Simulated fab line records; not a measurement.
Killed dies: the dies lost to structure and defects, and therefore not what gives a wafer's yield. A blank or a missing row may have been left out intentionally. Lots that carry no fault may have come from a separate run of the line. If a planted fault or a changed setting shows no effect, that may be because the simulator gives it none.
3 desks looking at one fault :: flow n5_finfet :: only its own numbers are on each desk; what lay behind them is given at the end

== FROM THE METROLOGY DESK ==
Lot by lot, what the gauges showed, no matter which tool ran the lot: averages of those sampled wafers that carry a number. If a lot's mean is further than 4 standard deviations from the usual mean, the lot is out of limits and carries the mark OUT (the distance appears in the brackets).
Columns: A = M7_ILD_THK at N5_BEOL_M7_THK_MEAS_01, usual 154.7 nm
lot: L370
first seen here: day 10 02:07
A: 154.4

lot: L373
first seen here: day 11 03:23
A: 157.5

lot: L375
first seen here: day 11 22:43
A: 152.1

lot: L377
first seen here: day 12 13:30
A: 155.4

lot: L386
first seen here: day 14 07:43
A: 156.5

lot: L382
first seen here: day 14 12:20
A: 178.0 (+9.7) OUT

lot: L388
first seen here: day 15 01:03
A: 157.0

lot: L384
first seen here: day 15 02:56
A: 183.4 (+12) OUT

lot: L387
first seen here: day 15 06:43
A: 155.9

lot: L389
first seen here: day 15 14:01
A: 151.4
Finding of this desk: L382, L384 out of limits, first seen on L382 at day 14 12:20 (M7_ILD_THK at N5_BEOL_M7_THK_MEAS_01). L370, L373, L375, L377, L386, L388, L387, L389 stayed within limits.

== THE DEFECT DESK ==
What the inspections along the route counted, lot by lot: means of the sampled wafers that have a number. If a lot's mean is further than 4 standard deviations from the usual mean, the lot is out of limits and carries the mark OUT (the distance appears in the brackets).
Columns: A = raw_defect_count at N5_BEOL_M6_INSPECT_58, usual 67
lot: L370
first seen here: day 10 01:31
A: 52

lot: L373
first seen here: day 11 02:36
A: 60

lot: L375
first seen here: day 11 22:06
A: 80

lot: L377
first seen here: day 12 12:53
A: 80

lot: L386
first seen here: day 14 07:06
A: 68

lot: L382
first seen here: day 14 11:43
A: 63

lot: L388
first seen here: day 15 00:26
A: 52

lot: L384
first seen here: day 15 02:20
A: 63

lot: L387
first seen here: day 15 06:06
A: 79

lot: L389
first seen here: day 15 13:22
A: 66
Finding of this desk: none of the 10 lots has anything out of limits.

== TOOL OWNER'S DESK, uv_cure-03 ==
The tool's own readings at N5_BEOL_M7_CURE_74 (cures SiCOH lowk, time 240 s): means of the sampled wafers that have a number, for each lot that ran on this tool. If a lot's mean is further than 4 standard deviations from the usual mean, the lot is out of limits and carries the mark OUT (the distance appears in the brackets).
Columns: A = lamp_power_pct at N5_BEOL_M7_CURE_74, usual 52.31 %; B = run_length_s at N5_BEOL_M7_CURE_74, usual 286.4 s; C = wafer_temp_C_max at N5_BEOL_M7_CURE_74, usual 387.0
lot: L377
first seen here: day 12 13:04
A: 52.39
B: 286.9
C: 386.8

lot: L389
first seen here: day 15 13:30
A: 52.31
B: 287.0
C: 386.2
Finding of this desk: none of the 2 lots has anything out of limits.

== TAKEN TOGETHER ==
An alarm was possible from the metrology desk at day 14 12:20, on L382, L384.
No out-of-limits result turned up at the defect desk.
The desk of the tool owner found nothing out of limits.
The defect desk has L382, L384 on record, within its limits.
The tool owner's desk has no number on record for L382, L384.
All the named lots went through N5_BEOL_M7_CURE_74 on uv_cure-03.

== WHAT WAS PUT IN BY THE SIMULATOR ==
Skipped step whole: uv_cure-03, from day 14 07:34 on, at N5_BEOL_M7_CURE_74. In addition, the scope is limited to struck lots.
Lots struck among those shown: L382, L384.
Per desk, hours elapsed from the start of the fault to the first reading out of limits: for the metrology desk, 5.
